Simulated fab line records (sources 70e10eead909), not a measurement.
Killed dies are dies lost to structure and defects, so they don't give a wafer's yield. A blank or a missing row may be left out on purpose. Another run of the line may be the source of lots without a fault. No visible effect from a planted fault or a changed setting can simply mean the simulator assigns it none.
Which tool was responsible? || flow nand_harc || Sampling: 13 lots, 39 wafers, 6 of 1159 route steps

== WHAT THE GAUGES READ, wafer by wafer ==
NHARC_P_GATE_CD_MEAS_59 targets a cd of 720 nm. Usual: cd_nm reads 718.5 nm (standard deviation 2.6).
{"lot": "L911", "measured": "day 5 03:19", "on": "cd_sem-02", "cd_nm (nm)": "718.3 716.4 719.1", "flag": ""}
{"lot": "L912", "measured": "day 5 11:18", "on": "cd_sem-01", "cd_nm (nm)": "722.0 720.9 720.6", "flag": ""}
{"lot": "L914", "measured": "day 5 22:27", "on": "cd_sem-01", "cd_nm (nm)": "720.8 717.7 722.2", "flag": ""}
{"lot": "L915", "measured": "day 6 04:46", "on": "cd_sem-03", "cd_nm (nm)": "717.9 719.8 714.8", "flag": ""}
{"lot": "L916", "measured": "day 6 14:00", "on": "cd_sem-01", "cd_nm (nm)": "716.3 717.7 717.1", "flag": ""}
{"lot": "L919", "measured": "day 7 04:40", "on": "cd_sem-01", "cd_nm (nm)": "714.8 715.7 715.8", "flag": ""}
{"lot": "L918", "measured": "day 7 05:16", "on": "cd_sem-01", "cd_nm (nm)": "722.8 714.2 721.1", "flag": ""}
{"lot": "L922", "measured": "day 7 20:46", "on": "cd_sem-02", "cd_nm (nm)": "715.4 721.4 723.1", "flag": ""}
{"lot": "L921", "measured": "day 7 21:11", "on": "cd_sem-01", "cd_nm (nm)": "718.9 721.2 718.8", "flag": ""}
{"lot": "L925", "measured": "day 8 18:02", "on": "cd_sem-02", "cd_nm (nm)": "- - -", "flag": "OFF"}
{"lot": "L926", "measured": "day 9 02:52", "on": "cd_sem-03", "cd_nm (nm)": "720.7 719.4 713.5", "flag": ""}
{"lot": "L933", "measured": "day 10 21:12", "on": "cd_sem-03", "cd_nm (nm)": "720.9 718.0 716.3", "flag": ""}
{"lot": "L934", "measured": "day 10 21:22", "on": "cd_sem-03", "cd_nm (nm)": "716.1 715.6 718.9", "flag": ""}

NHARC_END_SORT_01. Usual: killed_at_array 27, standard deviation 11; killed_at_other 0.7, standard deviation 1.1; killed_at_periphery 3.6, standard deviation 2.4; killed_dies 32, standard deviation 11; killed_open 3.3, standard deviation 1.8; killed_short 2.1, standard deviation 1.5.
{"lot": "L925", "measured": "day 22 21:32", "on": "prober-01", "killed_at_array": "11 9 12", "killed_at_other": "1 0 1", "killed_at_periphery": "665 668 664", "killed_dies": "677 677 677", "killed_open": "0 0 4", "killed_short": "4 3 3", "flag": "OFF"}

== EACH LOT AND THE TOOL THAT RAN IT (in order: tool; ch and the chambers of the sampled wafers; start) ==
{"lot": "L911", "NHARC_P_GATE_STRIP_75": "plasma_asher-02 ch 0,1, day 5 02:24", "NHARC_P_GATE_EXPOSE_56": "krf_scanner-02 ch 0, day 5 03:10", "NHARC_P_GATE_RTA_64": "rtp_anneal-01 ch 0, day 5 07:55", "NHARC_P_GATE_DEGAS_109": "pvd_sputter-01, day 5 08:12"}
{"lot": "L912", "NHARC_P_GATE_STRIP_75": "plasma_asher-02 ch 0,1, day 5 10:23", "NHARC_P_GATE_EXPOSE_56": "krf_scanner-04 ch 0, day 5 11:09", "NHARC_P_GATE_RTA_64": "rtp_anneal-02 ch 0, day 5 14:57", "NHARC_P_GATE_DEGAS_109": "pvd_sputter-02, day 5 15:10"}
{"lot": "L914", "NHARC_P_GATE_STRIP_75": "plasma_asher-01 ch 0,1, day 5 21:32", "NHARC_P_GATE_EXPOSE_56": "krf_scanner-03 ch 0, day 5 22:18", "NHARC_P_GATE_RTA_64": "rtp_anneal-01 ch 0, day 6 02:09", "NHARC_P_GATE_DEGAS_109": "pvd_sputter-02, day 6 02:23"}
{"lot": "L915", "NHARC_P_GATE_STRIP_75": "plasma_asher-01 ch 0,1, day 6 03:52", "NHARC_P_GATE_EXPOSE_56": "krf_scanner-02 ch 0, day 6 04:37", "NHARC_P_GATE_RTA_64": "rtp_anneal-01 ch 0, day 6 08:20", "NHARC_P_GATE_DEGAS_109": "pvd_sputter-03, day 6 08:35"}
{"lot": "L916", "NHARC_P_GATE_STRIP_75": "plasma_asher-01 ch 0,1, day 6 13:05", "NHARC_P_GATE_EXPOSE_56": "krf_scanner-04 ch 0, day 6 13:50", "NHARC_P_GATE_RTA_64": "rtp_anneal-02 ch 0, day 6 17:31", "NHARC_P_GATE_DEGAS_109": "pvd_sputter-03, day 6 17:49"}
{"lot": "L919", "NHARC_P_GATE_STRIP_75": "plasma_asher-01 ch 0,1, day 7 03:46", "NHARC_P_GATE_EXPOSE_56": "krf_scanner-03 ch 0, day 7 04:31", "NHARC_P_GATE_RTA_64": "rtp_anneal-01 ch 0, day 7 08:21", "NHARC_P_GATE_DEGAS_109": "pvd_sputter-03, day 7 08:35"}
{"lot": "L918", "NHARC_P_GATE_STRIP_75": "plasma_asher-02 ch 0,1, day 7 04:20", "NHARC_P_GATE_EXPOSE_56": "krf_scanner-02 ch 0, day 7 05:07", "NHARC_P_GATE_RTA_64": "rtp_anneal-02 ch 0, day 7 08:56", "NHARC_P_GATE_DEGAS_109": "pvd_sputter-01, day 7 09:15"}
{"lot": "L922", "NHARC_P_GATE_STRIP_75": "plasma_asher-01 ch 0,1, day 7 19:50", "NHARC_P_GATE_EXPOSE_56": "krf_scanner-02 ch 0, day 7 20:37", "NHARC_P_GATE_RTA_64": "rtp_anneal-02 ch 0, day 8 00:33", "NHARC_P_GATE_DEGAS_109": "pvd_sputter-01, day 8 00:52"}
{"lot": "L921", "NHARC_P_GATE_STRIP_75": "plasma_asher-01 ch 0,1, day 7 20:23", "NHARC_P_GATE_EXPOSE_56": "krf_scanner-02 ch 0, day 7 21:02", "NHARC_P_GATE_RTA_64": "rtp_anneal-01 ch 0, day 8 01:34", "NHARC_P_GATE_DEGAS_109": "pvd_sputter-01, day 8 01:53"}
{"lot": "L925", "NHARC_P_GATE_STRIP_75": "plasma_asher-01 ch 0, day 8 17:07", "NHARC_P_GATE_EXPOSE_56": "krf_scanner-02 ch 0, day 8 17:52", "NHARC_P_GATE_RTA_64": "rtp_anneal-02 ch 0, day 8 21:35", "NHARC_P_GATE_DEGAS_109": "pvd_sputter-02, day 8 21:53"}
{"lot": "L926", "NHARC_P_GATE_STRIP_75": "plasma_asher-01 ch 1, day 9 01:56", "NHARC_P_GATE_EXPOSE_56": "krf_scanner-02 ch 0, day 9 02:43", "NHARC_P_GATE_RTA_64": "rtp_anneal-02 ch 0, day 9 06:22", "NHARC_P_GATE_DEGAS_109": "pvd_sputter-02, day 9 06:40"}
{"lot": "L933", "NHARC_P_GATE_STRIP_75": "plasma_asher-01 ch 0,1, day 10 20:18", "NHARC_P_GATE_EXPOSE_56": "krf_scanner-04 ch 0, day 10 21:03", "NHARC_P_GATE_RTA_64": "rtp_anneal-02 ch 0, day 11 00:47", "NHARC_P_GATE_DEGAS_109": "pvd_sputter-02, day 11 01:02"}
{"lot": "L934", "NHARC_P_GATE_STRIP_75": "plasma_asher-02 ch 0,1, day 10 20:26", "NHARC_P_GATE_EXPOSE_56": "krf_scanner-02 ch 0, day 10 21:13", "NHARC_P_GATE_RTA_64": "rtp_anneal-02 ch 0, day 11 00:55", "NHARC_P_GATE_DEGAS_109": "pvd_sputter-01, day 11 01:13"}
- NHARC_P_GATE_STRIP_75: strips in O2.
- NHARC_P_GATE_EXPOSE_56: exposes mask P PSD, target cd 720 nm.
- NHARC_P_GATE_RTA_64: time 1 s.
- NHARC_P_GATE_DEGAS_109: time 60 s.

== WHAT THE TOOLS THEMSELVES READ (means of the sampled wafers that have a number; where no wafer has one, the mark that the record gives instead) ==
NHARC_P_GATE_STRIP_75. Usual: drypump_motor_current_A 5.6 A, standard deviation 0.48; heater_power_w 353 W, standard deviation 20.
{"lot": "L911", "tool": "plasma_asher-02", "drypump_motor_current_A (A)": 6.0, "heater_power_w (W)": 346, "flag": ""}
{"lot": "L912", "tool": "plasma_asher-02", "drypump_motor_current_A (A)": 6.1, "heater_power_w (W)": 328, "flag": ""}
{"lot": "L914", "tool": "plasma_asher-01", "drypump_motor_current_A (A)": 5.2, "heater_power_w (W)": 357, "flag": ""}
{"lot": "L915", "tool": "plasma_asher-01", "drypump_motor_current_A (A)": 5.2, "heater_power_w (W)": 358, "flag": ""}
{"lot": "L916", "tool": "plasma_asher-01", "drypump_motor_current_A (A)": 5.5, "heater_power_w (W)": 365, "flag": ""}
{"lot": "L919", "tool": "plasma_asher-01", "drypump_motor_current_A (A)": 5.2, "heater_power_w (W)": 356, "flag": ""}
{"lot": "L918", "tool": "plasma_asher-02", "drypump_motor_current_A (A)": 6.0, "heater_power_w (W)": 347, "flag": ""}
{"lot": "L922", "tool": "plasma_asher-01", "drypump_motor_current_A (A)": 5.2, "heater_power_w (W)": 356, "flag": ""}
{"lot": "L921", "tool": "plasma_asher-01", "drypump_motor_current_A (A)": 5.2, "heater_power_w (W)": 355, "flag": ""}
{"lot": "L925", "tool": "plasma_asher-01", "drypump_motor_current_A (A)": 4.9, "heater_power_w (W)": 349, "flag": ""}
{"lot": "L926", "tool": "plasma_asher-01", "drypump_motor_current_A (A)": 5.8, "heater_power_w (W)": 377, "flag": ""}
{"lot": "L933", "tool": "plasma_asher-01", "drypump_motor_current_A (A)": 5.2, "heater_power_w (W)": 352, "flag": ""}
{"lot": "L934", "tool": "plasma_asher-02", "drypump_motor_current_A (A)": 6.0, "heater_power_w (W)": 347, "flag": ""}

NHARC_P_GATE_RTA_64. Usual: anneal_temp_c_max 1055.1, standard deviation 2.5; lamp_power_pct 36.9 %, standard deviation 0.96; lamp_zone_5_pct 36.8 %, standard deviation 0.96; wafer_temp_C_max 1054.4, standard deviation 1.7.
{"lot": "L911", "tool": "rtp_anneal-01", "anneal_temp_c_max": 1056.6, "lamp_power_pct (%)": 37.9, "lamp_zone_5_pct (%)": 38.0, "wafer_temp_C_max": 1055.2, "flag": ""}
{"lot": "L912", "tool": "rtp_anneal-02", "anneal_temp_c_max": 1053.3, "lamp_power_pct (%)": 36.0, "lamp_zone_5_pct (%)": 36.0, "wafer_temp_C_max": 1052.9, "flag": ""}
{"lot": "L914", "tool": "rtp_anneal-01", "anneal_temp_c_max": 1057.2, "lamp_power_pct (%)": 37.9, "lamp_zone_5_pct (%)": 37.9, "wafer_temp_C_max": 1055.2, "flag": ""}
{"lot": "L915", "tool": "rtp_anneal-01", "anneal_temp_c_max": 1058.2, "lamp_power_pct (%)": 37.9, "lamp_zone_5_pct (%)": 37.9, "wafer_temp_C_max": 1055.3, "flag": ""}
{"lot": "L916", "tool": "rtp_anneal-02", "anneal_temp_c_max": 1053.1, "lamp_power_pct (%)": 36.0, "lamp_zone_5_pct (%)": 36.0, "wafer_temp_C_max": 1053.4, "flag": ""}
{"lot": "L919", "tool": "rtp_anneal-01", "anneal_temp_c_max": 1056.6, "lamp_power_pct (%)": 37.9, "lamp_zone_5_pct (%)": 37.9, "wafer_temp_C_max": 1056.3, "flag": ""}
{"lot": "L918", "tool": "rtp_anneal-02", "anneal_temp_c_max": 1053.7, "lamp_power_pct (%)": 36.0, "lamp_zone_5_pct (%)": 36.0, "wafer_temp_C_max": 1053.4, "flag": ""}
{"lot": "L922", "tool": "rtp_anneal-02", "anneal_temp_c_max": 1052.7, "lamp_power_pct (%)": 36.0, "lamp_zone_5_pct (%)": 35.9, "wafer_temp_C_max": 1052.9, "flag": ""}
{"lot": "L921", "tool": "rtp_anneal-01", "anneal_temp_c_max": 1057.6, "lamp_power_pct (%)": 37.9, "lamp_zone_5_pct (%)": 37.9, "wafer_temp_C_max": 1055.2, "flag": ""}
{"lot": "L925", "tool": "rtp_anneal-02", "anneal_temp_c_max": 1052.6, "lamp_power_pct (%)": 35.9, "lamp_zone_5_pct (%)": 35.9, "wafer_temp_C_max": 1053.8, "flag": ""}
{"lot": "L926", "tool": "rtp_anneal-02", "anneal_temp_c_max": 1053.5, "lamp_power_pct (%)": 35.9, "lamp_zone_5_pct (%)": 35.9, "wafer_temp_C_max": 1053.3, "flag": ""}
{"lot": "L933", "tool": "rtp_anneal-02", "anneal_temp_c_max": 1052.8, "lamp_power_pct (%)": 36.0, "lamp_zone_5_pct (%)": 35.9, "wafer_temp_C_max": 1052.8, "flag": ""}
{"lot": "L934", "tool": "rtp_anneal-02", "anneal_temp_c_max": 1053.1, "lamp_power_pct (%)": 36.0, "lamp_zone_5_pct (%)": 36.0, "wafer_temp_C_max": 1053.6, "flag": ""}

NHARC_P_GATE_DEGAS_109. Usual: heater_power_w reads 475 W (standard deviation 44).
{"lot": "L911", "tool": "pvd_sputter-01", "heater_power_w (W)": 499, "flag": ""}
{"lot": "L912", "tool": "pvd_sputter-02", "heater_power_w (W)": 429, "flag": ""}
{"lot": "L914", "tool": "pvd_sputter-02", "heater_power_w (W)": 427, "flag": ""}
{"lot": "L915", "tool": "pvd_sputter-03", "heater_power_w (W)": 512, "flag": ""}
{"lot": "L916", "tool": "pvd_sputter-03", "heater_power_w (W)": 513, "flag": ""}
{"lot": "L919", "tool": "pvd_sputter-03", "heater_power_w (W)": 515, "flag": ""}
{"lot": "L918", "tool": "pvd_sputter-01", "heater_power_w (W)": 494, "flag": ""}
{"lot": "L922", "tool": "pvd_sputter-01", "heater_power_w (W)": 497, "flag": ""}
{"lot": "L921", "tool": "pvd_sputter-01", "heater_power_w (W)": 497, "flag": ""}
{"lot": "L925", "tool": "pvd_sputter-02", "heater_power_w (W)": 425, "flag": ""}
{"lot": "L926", "tool": "pvd_sputter-02", "heater_power_w (W)": 426, "flag": ""}
{"lot": "L933", "tool": "pvd_sputter-02", "heater_power_w (W)": 428, "flag": ""}
{"lot": "L934", "tool": "pvd_sputter-01", "heater_power_w (W)": 481, "flag": ""}

== THE ANSWER, worked out from the rows above alone ==
Rule: lot off if the mean of its wafers having a number is beyond 3 standard deviations from the usual mean. A lot without any number at a reading at which 4 lots or more have one is off too. Any other lot the step has rows for is counted as sound. Order of review: gauges by route order, followed by the tools' own readings, for which a lot's mean as printed above is used. At the first step where some lot is off, the reading lying furthest off is the one used; lots without a number count as furthest.
Off: L925, at NHARC_P_GATE_CD_MEAS_59 (cd_nm). Without a number there: L925.
A tool fits if, at a process step before that reading, it ran every lot that is off, and no sound lot after the first of them. The gauges at NHARC_P_GATE_CD_MEAS_59 aren't tried: what is off there is off at NHARC_END_SORT_01 too, on other tools, and a gauge's error can't cause that. None of those tried fits.

== WHAT THE SIMULATOR HAD PUT IN ==
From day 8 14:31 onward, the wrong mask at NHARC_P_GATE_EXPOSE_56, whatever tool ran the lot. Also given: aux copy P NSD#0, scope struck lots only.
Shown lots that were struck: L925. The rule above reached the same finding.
